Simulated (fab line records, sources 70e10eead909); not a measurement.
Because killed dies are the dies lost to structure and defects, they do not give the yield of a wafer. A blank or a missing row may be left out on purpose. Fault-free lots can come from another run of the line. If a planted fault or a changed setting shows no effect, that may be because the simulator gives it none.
Chamber matching | flow nand-harc | 4 sister chambers for NHARC_A_CHANNEL_FILL_D2_ALD_16 on ald-hk-04
The step deposits SiO2, target thk 1.5 nm, pulse time 10 s, ald cycles 15. 18 wafers are shown with their chamber, then 9 later ones without.

## WAFERS WITH THEIR CHAMBER
wafer  | chamber | heater-power-w (W) | heater-power-outer-w (W) | precursor-pulse-height-rel
L077.1 | 2       | 482                | 277                      | 1.014
L077.5 | 0       | 472                | 270                      | 0.996
L077.6 | 1       | 421                | 246                      | 0.991
L078.2 | 1       | 433                | 246                      | 0.986
L078.4 | 0       | 491                | 272                      | 0.985
L078.5 | 1       | 416                | 249                      | 1.006
L079.2 | 1       | 415                | 257                      | 1.001
L079.3 | 2       | 479                | 280                      | 0.991
L079.5 | 0       | 484                | 268                      | 1.013
L080.4 | 0       | 468                | 277                      | 1.024
L080.5 | 1       | 426                | 253                      | 0.990
L080.6 | 0       | 473                | 275                      | 1.010
L085.1 | 3       | 403                | 233                      | 1.017
L085.4 | 0       | 484                | 268                      | 1.000
L085.6 | 3       | 406                | 239                      | 1.015
L087.1 | 1       | 424                | 255                      | 0.993
L087.3 | 3       | 412                | 237                      | 1.028
L087.4 | 0       | 495                | 283                      | 1.014

SIGNATURES, as means of the wafers listed above
reading                    | chamber 0 | chamber 1 | chamber 2 | chamber 3 | scatter within a chamber
heater-power-w             | 481.00    | 422.50    | 480.50    | 407.00    | 8.02
heater-power-outer-w       | 273.29    | 251.00    | 278.50    | 236.33    | 4.73
precursor-pulse-height-rel | 1.00600   | 0.99450   | 1.00250   | 1.02000   | 0.0109
Rule: a wafer's distance from a chamber is the root of the sum, over the readings, of the square of ((its reading less the chamber's mean) divided by the reading's scatter). If the next closest chamber is less than 2 further off than the closest, the wafer can't be placed; otherwise it belongs to the closest. The scatter is the square root of a quotient: the sum, over the shown wafers, of each reading's squared deviation from its chamber's mean, divided by wafers minus chambers.

## WAFERS WITHOUT THEIR CHAMBER
wafer  | heater-power-w (W) | heater-power-outer-w (W) | precursor-pulse-height-rel
L089.2 | 429                | 259                      | 0.998
L089.3 | 486                | 276                      | 1.008
L089.6 | 409                | 235                      | 1.022
L092.2 | 406                | 237                      | 0.992
L092.3 | 470                | 290                      | 1.003
L092.5 | 395                | 245                      | 0.990
L093.1 | 430                | 260                      | 0.973
L093.4 | 490                | 288                      | 1.000
L093.5 | 426                | 260                      | 0.997

## WHICH CHAMBER EACH ONE RAN IN
wafer  | from the rows above     | in truth
L089.2 | 1                       | 1
L089.3 | can't be placed: 0 or 2 | 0
L089.6 | 3                       | 3
L092.2 | can't be placed: 3 or 1 | 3
L092.3 | can't be placed: 2 or 0 | 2
L092.5 | can't be placed: 3 or 1 | 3
L093.1 | 1                       | 1
L093.4 | can't be placed: 2 or 0 | 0
L093.5 | 1                       | 1
Placed correctly: 4 of 9. From these rows, 5 cannot be placed; in 5 the true chamber is one of the candidates. Placed wrongly: 0.
